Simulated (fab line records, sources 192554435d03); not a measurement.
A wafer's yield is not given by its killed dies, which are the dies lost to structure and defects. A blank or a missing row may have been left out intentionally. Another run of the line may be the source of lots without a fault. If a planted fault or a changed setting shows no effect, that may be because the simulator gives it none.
fab line records	flow n5Finfet
record lots=9	wafers=27	lastDay=17
route steps=1938 shown DUMMY_REMOVAL@381 HKMG_FIN@386 BEOL_M4@1111
lots with no fault: from the same line, run without faults
startH: start of the lot's first displayed wafer, in hours after the record's first day	waitH: hours from the lot's prior step to this one	" identical to the entry in the row above	L1.1+2: several wafers, shown together as one row	- no value, or no start was given	* or withheld: withheld	< > ~ a bound
route shown NAME@n: NAME is a module with steps in the file, n the number in the route of the first one	usual: mean/standard deviation taken from wafers without a fault	same: alike in all rows	chamber/n: place in a boat	sites: the reading at each site	_std_site: how widely they spread, as a standard deviation	_edge_site: outer sites' mean less inner sites'	radiusMm: for every site, how far away it sits from the centre of the wafer	mask NAME#n: copy n	behind: the tool/chamber that last shaped the wafer	hold: reason for holding the lot/hours on hold/outcome of the hold	device: whichever transistor did not switch (one of n, p or np)	end of line: the route-end tests of the same wafers	a step without rows: its recipe alone	killed: at the first sort, the dies lost to defects and structure; wafer yield is something else	map: dies across one wafer; x = killed, . = not, _ = none there
set.NAME: the setting as run; set.NAME@STEP: as run at that earlier step	model.NAME: the simulator's own value behind a step, which no gauge read
one table for each step of the route and one row for each wafer, over a sample of lots
services: from which hour (startH, from the record's first day; less than 0 if before it) a tool's chamber was out of use, for how many hours, and why
## steps
# step N5_DUMMY_REMOVAL_INSPECT_06
# recipe inspectInstrument=brightfield	mode=aei
# usual rawDefectCount=11/4.8
lot.wafer	tool	chamber	startH	waitH	rawDefectCount
L681.1	defectInspect-02	-	101.82	0.0	9
L681.4	"	-	"	"	2
L681.6	"	-	"	"	8
L682.1	defectInspect-02	-	105.08	0.0	13
L682.3	"	-	"	"	13
L682.6	"	-	"	"	7
L683.1	defectInspect-02	-	111.15	0.0	15
L683.4	"	-	"	"	20
L683.6	"	-	"	"	20
L684.1	defectInspect-02	-	118.08	0.0	7
L684.4	"	-	"	"	12
L684.6	"	-	"	"	5
L685.1	defectInspect-01	-	121.63	0.0	17
L685.2	"	-	"	"	11
L685.4	"	-	"	"	8
L686.3	defectInspect-02	-	130.22	0.0	15
L686.5	"	-	"	"	14
L686.6	"	-	"	"	10
L696.2	defectInspect-01	-	192.87	0.0	7
L696.3	"	-	"	"	8
L696.4	"	-	"	"	20
L697.1	defectInspect-01	-	199.24	0.0	12
L697.3	"	-	"	"	11
L697.4	"	-	"	"	13
L699.1	defectInspect-01	-	207.81	0.0	9
L699.4	"	-	"	"	8
L699.5	"	-	"	"	7
# step N5_HKMG_FIN_HK_ALD_01
# recipe material=HfO2	targetThkA=16	tempC=withheld	aldPrecursorFamily=HfCl4	aldCoReactant=H2O	pulseTimeS=3	purgeTimeS=3	coReactantPurgeTimeS=2.5	coReactantPulseTimeS=0.3	aldCycles=30
# usual precursorPulseHeightRel=1.000/0.018
lot.wafer	tool	chamber	startH	waitH	precursorPulseHeightRel
L681.1	aldHk-02	3	102.18	0.0	0.999
L681.4	"	0	"	"	0.987
L681.6	"	0	"	"	0.995
L682.1	aldHk-01	2	105.43	0.0	0.997
L682.3	"	1	"	"	0.987
L682.6	"	1	"	"	1.017
L683.1	aldHk-03	2	111.51	0.0	1.042
L683.4	"	0	"	"	0.960
L683.6	"	0	"	"	0.968
L684.1	aldHk-03	3	118.44	0.0	0.982
L684.4	"	0	"	"	1.009
L684.6	"	0	"	"	1.000
L685.1	aldHk-03	0	121.99	0.0	1.004
L685.2	"	3	"	"	0.984
L685.4	"	1	"	"	0.952
L686.3	aldHk-01	3	130.58	0.0	0.992
L686.5	"	2	"	"	1.001
L686.6	"	1	"	"	1.000
L696.2	aldHk-01	1	193.30	0.0	0.999
L696.3	"	0	"	"	1.035
L696.4	"	3	"	"	1.008
L697.1	aldHk-01	2	199.60	0.0	1.009
L697.3	"	3	"	"	1.017
L697.4	"	0	"	"	0.994
L699.1	aldHk-01	3	208.17	0.0	1.041
L699.4	"	1	"	"	0.994
L699.5	"	2	"	"	1.001
# step N5_HKMG_FIN_DESCUM_53
# recipe chemistry=O2	timeS=7.9	sourcePowerW=50	biasPowerW=20	pressureMtorr=20	rfFrequencyHz=2.712e+07	tempC=40	resist=CAR-ArF	o2FlowSccm=225
# usual drypumpMotorCurrentA=5.8/0.54	oesProductAu=0.78/0.088	rfVppV=243.1/1.3	showerheadPlenumPTorr=2.10/0.067	tempC=40.00/0.098	throttleValvePct=20.48/0.27
lot.wafer	tool	chamber	startH	waitH	drypumpMotorCurrentA	oesProductAu	rfHoursCounterH	rfVppV	showerheadPlenumPTorr	tempC	throttleValvePct
L681.1	rieDiel-02	1	103.21	0.0	5.5	0.72	184	244.4	2.17	39.94	20.59
L681.4	"	3	"	"	5.1	0.69	-	242.5	2.07	39.84	20.85
L681.6	"	1	"	"	5.5	0.72	-	244.6	2.17	40.02	20.62
L682.1	rieDiel-04	2	106.46	0.0	5.9	0.88	37	241.3	2.05	40.08	20.44
L682.3	"	0	"	"	6.5	0.69	217	242.5	2.08	40.04	20.64
L682.6	"	3	"	"	6.0	0.90	-	244.6	2.23	40.15	20.28
L683.1	rieDiel-02	0	112.84	0.3	5.3	0.96	5	241.8	2.06	40.09	19.95
L683.4	"	1	"	"	5.5	0.72	189	243.1	2.17	39.99	20.63
L683.6	"	2	"	"	6.5	0.85	-	244.7	2.11	39.98	20.49
L684.1	rieDiel-02	0	119.65	0.3	5.2	0.95	7	243.2	2.06	40.08	19.96
L684.4	"	0	"	"	5.2	0.95	-	243.1	2.06	39.98	19.95
L684.6	"	3	"	"	5.1	0.69	-	242.3	2.07	40.09	20.86
L685.1	rieDiel-04	3	123.37	0.4	6.0	0.90	34	245.1	2.23	40.09	20.29
L685.2	"	2	"	"	5.9	0.87	45	241.7	2.04	39.90	20.44
L685.4	"	0	"	"	6.5	0.69	-	242.9	2.08	39.92	20.64
L686.3	rieDiel-02	0	131.48	0.0	5.3	0.93	12	242.7	2.06	40.11	19.96
L686.5	"	3	"	"	5.1	0.68	-	243.7	2.07	39.95	20.86
L686.6	"	1	"	"	5.5	0.71	-	244.5	2.16	40.03	20.63
L696.2	rieDiel-06	2	196.07	1.8	6.0	0.72	165	241.2	2.00	39.96	20.27
L696.3	"	1	"	"	5.7	0.74	148	244.9	2.19	39.95	20.85
L696.4	"	0	"	"	6.9	0.77	115	241.2	2.01	39.91	20.07
L697.1	rieDiel-02	0	202.69	2.1	5.3	0.88	33	241.7	2.05	39.91	19.99
L697.3	"	3	"	"	5.1	0.67	231	242.7	2.06	39.94	20.90
L697.4	"	2	"	"	6.5	0.82	90	242.8	2.10	39.97	20.49
L699.1	rieDiel-06	0	209.24	0.0	6.9	0.77	120	240.4	2.01	39.96	20.05
L699.4	"	3	"	"	4.9	0.79	105	241.9	2.10	39.81	20.50
L699.5	"	1	"	"	5.7	0.73	-	243.9	2.19	40.02	20.88
# step N5_HKMG_FIN_ALD_36
# recipe material=TiN	targetThkA=10	tempC=400	aldPrecursorFamily=TiCl4	aldCoReactant=NH3	pulseTimeS=1	purgeTimeS=3	coReactantPurgeTimeS=2	coReactantPulseTimeS=2	aldCycles=47	pressureTorr=3
# usual heaterPowerW=869/110	precursorPulseHeightRel=1.000/0.019	susceptorTempC=400.01/0.22
lot.wafer	tool	chamber	startH	waitH	heaterPowerW	precursorPulseHeightRel	susceptorTempC
L681.1	aldMetal-03	3	105.34	0.0	669	0.985	400.04
L681.4	"	2	"	"	873	0.983	400.00
L681.6	"	0	"	"	783	0.982	399.95
L682.1	aldMetal-03	2	108.60	0.0	885	1.022	399.73
L682.3	"	0	"	"	788	1.001	400.06
L682.6	"	1	"	"	945	0.947	399.74
L683.1	aldMetal-02	0	115.10	0.0	853	1.024	400.03
L683.4	"	2	"	"	882	1.010	399.81
L683.6	"	0	"	"	889	0.958	400.00
L684.1	aldMetal-02	3	121.78	0.0	853	0.997	400.03
L684.4	"	1	"	"	1015	1.011	400.04
L684.6	"	1	"	"	999	0.969	400.36
L685.1	aldMetal-03	2	125.63	0.0	888	1.017	403.65
L685.2	"	3	"	"	683	0.972	403.63
L685.4	"	1	"	"	927	0.995	403.98
L686.3	aldMetal-03	1	133.68	0.0	953	0.986	403.80
L686.5	"	0	"	"	785	1.038	404.03
L686.6	"	3	"	"	683	1.001	403.88
L696.2	aldMetal-03	2	198.29	0.0	881	1.014	400.03
L696.3	"	0	"	"	771	1.025	399.61
L696.4	"	2	"	"	898	1.009	399.86
L697.1	aldMetal-03	1	204.85	0.0	914	0.992	399.98
L697.3	"	2	"	"	889	1.031	400.16
L697.4	"	0	"	"	782	0.967	399.91
L699.1	aldMetal-03	2	211.39	0.0	871	1.007	400.17
L699.4	"	1	"	"	931	1.042	400.63
L699.5	"	3	"	"	651	0.992	400.05
# step N5_BEOL_M4_RC_MEAS_101
# usual DIBL_N=36.3/1	DIBL_P=36.2/1.4	IOFF_N=0.157/0.021	IOFF_P=0.206/0.025	ION_N=673/9	ION_P=461/6.4	SS_N=71.5/0.5	SS_P=73.2/0.47	VT_N=249.9/2.4	VT_P=-250.6/2.9
lot.wafer	tool	chamber	startH	waitH	DIBL_N[mV/V]	DIBL_P[mV/V]	IOFF_N[nA/um]	IOFF_P[nA/um]	ION_N[uA/um]	ION_P[uA/um]	SS_N[mV/dec]	SS_P[mV/dec]	VT_N[mV]	VT_P[mV]
L681.1	prober-02	0	199.64	0.0	36.7	37.4	0.170	0.224	669	464	72.4	73.5	247.3	-249.1
L681.4	"	0	"	"	35.1	36.1	0.145	0.196	665	456	71.5	73.2	251.9	-252.0
L681.6	"	0	"	"	35.3	36.2	0.144	0.196	661	458	70.9	73.4	251.8	-252.4
L682.1	prober-01	0	201.54	0.0	37.5	35.9	0.151	0.199	668	464	71.5	73.9	250.2	-249.6
L682.3	"	0	"	"	39.5	38.7	0.202	0.242	686	467	72.3	73.3	246.9	-247.3
L682.6	"	0	"	"	38.3	37.6	0.181	0.226	686	469	71.5	73.5	250.7	-250.6
L683.1	prober-01	0	205.76	0.0	37.1	38.0	0.200	0.260	676	464	72.4	74.0	247.1	-247.2
L683.4	"	0	"	"	36.2	37.4	0.189	0.241	673	463	71.8	73.5	246.8	-248.0
L683.6	"	0	"	"	36.3	37.1	0.183	0.251	676	465	71.9	74.3	249.2	-246.9
L684.1	prober-02	0	206.44	0.0	36.2	35.7	0.148	0.186	673	457	71.8	73.9	250.7	-252.1
L684.4	"	0	"	"	36.6	35.6	0.154	0.178	675	456	71.9	72.4	248.6	-251.9
L684.6	"	0	"	"	36.2	35.8	0.151	0.182	677	467	71.1	73.3	250.7	-252.5
L685.1	prober-02	0	211.26	0.0	35.4	35.4	0.140	0.184	663	452	70.8	73.5	252.7	-250.2
L685.2	"	0	"	"	36.5	36.8	0.175	0.206	685	466	72.0	73.5	246.5	-250.4
L685.4	"	0	"	"	36.2	35.5	0.159	0.190	661	450	71.9	73.4	250.9	-253.5
L686.3	prober-02	0	215.13	0.3	35.7	34.6	0.132	0.181	668	458	71.7	72.9	250.7	-251.4
L686.5	"	0	"	"	37.5	36.7	0.153	0.209	664	459	71.8	73.6	251.9	-250.8
L686.6	"	0	"	"	35.7	34.4	0.135	0.178	659	457	71.9	72.6	251.5	-251.0
L696.2	prober-01	0	287.29	0.8	35.8	36.5	0.162	0.227	680	469	71.4	74.0	245.4	-247.4
L696.3	"	0	"	"	34.6	35.0	0.136	0.198	670	467	71.5	72.7	251.9	-251.0
L696.4	"	0	"	"	35.3	35.7	0.152	0.210	677	468	71.4	73.7	251.6	-245.4
L697.1	prober-01	0	289.16	0.0	35.8	34.6	0.141	0.206	679	470	71.0	73.2	250.3	-247.9
L697.3	"	0	"	"	36.5	34.8	0.147	0.210	665	463	71.5	72.5	248.9	-246.2
L697.4	"	0	"	"	35.6	34.3	0.142	0.208	681	472	71.0	72.6	250.8	-247.9
L699.1	prober-02	0	306.57	0.0	36.6	39.0	0.183	0.210	688	469	71.7	73.4	246.7	-247.7
L699.4	"	0	"	"	37.6	40.5	0.208	0.230	697	462	71.7	73.7	247.3	-248.8
L699.5	"	0	"	"	36.7	38.5	0.187	0.207	686	462	72.0	73.4	246.2	-249.5
## services
tool	chamber	startH	hours	kind
rieDiel-02	0	85.26	-	clean
rieDiel-02	0	85.26	-	consumableReplace:focusRing
rieDiel-02	0	85.26	18.9	scheduledDown
rieDiel-02	0	85.26	18.9	ventCycle
rieDiel-04	0	96.47	9.4	repair
rieDiel-04	1	108.49	18.2	repair
aldHk-02	-	151.02	6.0	pm
rieDiel-04	1	151.30	-	clean
rieDiel-04	1	151.30	-	consumableReplace:focusRing
rieDiel-04	1	151.30	20.6	scheduledDown
rieDiel-04	1	151.30	20.6	ventCycle
rieDiel-06	2	154.30	2.7	repair
aldHk-02	-	178.52	8.7	pm
rieDiel-02	-	187.98	14.6	pm
rieDiel-04	0	191.11	-	clean
rieDiel-04	0	191.11	-	consumableReplace:focusRing
rieDiel-04	0	191.11	17.0	scheduledDown
rieDiel-04	0	191.11	17.0	ventCycle
aldMetal-03	1	197.08	2.4	repair
aldMetal-02	-	201.78	6.0	pm
rieDiel-04	1	209.25	5.5	repair
## key
firstSign step=N5_HKMG_FIN_ALD_36	reading=susceptorTempC	direction=up	sigmas=17	usual=*	struck=*
effect none on later readings
metAt N5_HKMG_FIN_ALD_36
struckLots L685,L686
notActingAt N5_DUMMY_REMOVAL_INSPECT_06,N5_HKMG_FIN_HK_ALD_01,N5_HKMG_FIN_DESCUM_53
onsetBetween 108.60 125.63
fault kind=processParameterDrift	tool=aldMetal-03	chamber=-	onsetH=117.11	steps=N5_HKMG_FIN_ALD_36	channel=tempC	offset=*	shape=step	endH=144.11	actsIn=*	stated=*
